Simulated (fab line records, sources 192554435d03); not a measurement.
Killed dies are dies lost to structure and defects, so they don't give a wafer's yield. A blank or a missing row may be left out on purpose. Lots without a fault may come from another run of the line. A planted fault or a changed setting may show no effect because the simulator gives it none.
Chamber matching | flow n5_finfet | N5_FIN_SAQP_SPACER2_ETCHBACK_29 on rie_diel-05: 4 sister chambers
The step etches SiO2 in CHF3/O2, target depth 12.2 nm, time 6.1 s. 4 wafers are shown with their chamber, then 6 later ones without.

WAFERS WITH THEIR CHAMBER
wafer  | chamber | showerhead_plenum_p_Torr (Torr)
L350.1 | 3       | 2.46
L351.1 | 2       | 2.40
L351.2 | 0       | 2.41
L351.3 | 1       | 2.40

WAFERS WITHOUT THEIR CHAMBER
wafer  | showerhead_plenum_p_Torr (Torr)
L354.1 | 2.41
L354.3 | 2.40
L354.5 | 2.41
L365.1 | 2.39
L365.3 | 2.45
L365.6 | 2.45

WHICH CHAMBER EACH WENT THROUGH
wafer  | from the rows above          | in truth
L354.1 | can't be placed: 0 or 1 or 2 | 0
L354.3 | can't be placed: 1 or 2 or 0 | 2
L354.5 | can't be placed: 0 or 1 or 2 | 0
L365.1 | can't be placed: 1 or 2 or 0 | 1
L365.3 | 3                            | 3
L365.6 | 3                            | 3
Placed correctly: 2 of 6. Can't be placed from these rows: 4 (the true chamber is among the candidates in 4). Placed wrongly: 0.
How it was worked out, from the rows above alone: a wafer's distance from a chamber is the root of the sum, over the readings, of the square of ((its reading less the chamber's mean) divided by the reading's scatter). The wafer belongs to the nearest chamber; if the next one is less than 2 further off, it can't be placed. A chamber's mean is the mean of its shown wafers. The scatter: with one shown wafer a chamber, the root of the mean of the squares of how far each hidden wafer lies from its nearest shown one.
